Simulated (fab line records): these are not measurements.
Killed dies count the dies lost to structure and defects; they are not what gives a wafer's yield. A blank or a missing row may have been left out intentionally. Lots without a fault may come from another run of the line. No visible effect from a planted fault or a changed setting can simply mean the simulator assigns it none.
Chamber matching + flow n5 finfet + N5_BEOL_M13_ETCH_59 on rie diel-01: 4 sister chambers
The step etches BARC in N2/H2, target depth 89 nm, overetch 26.7 nm, time 67.9 s. 14 wafers are shown with their chamber, then 7 later ones without.

## EACH WAFER AND ITS CHAMBER
| wafer  | chamber | drypump motor current A (A) | showerhead plenum p Torr (Torr) | throttle valve pct (%) |
|--------|---------|-----------------------------|---------------------------------|------------------------|
| L078.1 | 0       | 6.7                         | 2.70                            | 17.89                  |
| L078.2 | 1       | 5.5                         | 2.58                            | 17.55                  |
| L078.5 | 0       | 6.8                         | 2.70                            | 17.90                  |
| L077.2 | 3       | 5.2                         | 2.57                            | 18.05                  |
| L077.3 | 0       | 6.7                         | 2.70                            | 17.89                  |
| L077.6 | 3       | 5.2                         | 2.56                            | 18.03                  |
| L081.3 | 3       | 5.2                         | 2.56                            | 18.05                  |
| L081.4 | 0       | 6.7                         | 2.70                            | 17.90                  |
| L081.5 | 3       | 5.2                         | 2.56                            | 18.07                  |
| L085.1 | 0       | 6.8                         | 2.70                            | 17.92                  |
| L085.3 | 1       | 5.5                         | 2.57                            | 17.54                  |
| L085.6 | 2       | 5.4                         | 2.47                            | 17.80                  |
| L091.1 | 3       | 5.2                         | 2.56                            | 18.08                  |
| L091.2 | 1       | 5.5                         | 2.57                            | 17.57                  |

SIGNATURES (means of the wafers above)
| reading                  | chamber 0 | chamber 1 | chamber 2 | chamber 3 | scatter within a chamber |
|--------------------------|-----------|-----------|-----------|-----------|--------------------------|
| drypump motor current A  | 6.740     | 5.500     | 5.400     | 5.200     | 0.0346                   |
| showerhead plenum p Torr | 2.7000    | 2.5733    | 2.4700    | 2.5620    | 0.00383                  |
| throttle valve pct       | 17.9000   | 17.5533   | 17.8000   | 18.0560   | 0.0161                   |
Rule: a wafer lies at a distance from a chamber equal to the root of the sum of squares, over the readings, of (its reading less the chamber's mean, divided by the reading's scatter). The wafer belongs to the nearest chamber; if the next one is less than 2 further off, it can't be placed. The scatter is the square root of a quotient: the sum, over the shown wafers, of each reading's squared deviation from its chamber's mean, divided by wafers minus chambers.

## WAFERS WITHOUT THEIR CHAMBER
| wafer  | drypump motor current A (A) | showerhead plenum p Torr (Torr) | throttle valve pct (%) |
|--------|-----------------------------|---------------------------------|------------------------|
| L091.4 | 5.3                         | 2.47                            | 17.83                  |
| L090.2 | 5.2                         | 2.55                            | 18.10                  |
| L090.5 | 5.2                         | 2.55                            | 18.09                  |
| L090.6 | 6.7                         | 2.69                            | 17.94                  |
| L097.1 | 5.2                         | 2.55                            | 18.09                  |
| L097.3 | 5.3                         | 2.46                            | 17.84                  |
| L097.4 | 6.7                         | 2.69                            | 17.97                  |

## CHAMBER TAKEN BY EACH
| wafer  | from the rows above | in truth |
|--------|---------------------|----------|
| L091.4 | 2                   | 2        |
| L090.2 | 3                   | 3        |
| L090.5 | 3                   | 3        |
| L090.6 | 0                   | 0        |
| L097.1 | 3                   | 3        |
| L097.3 | 2                   | 2        |
| L097.4 | 0                   | 0        |
Correct placement for 7 of the 7. Not placeable from these rows: 0. Wrongly placed: 0.
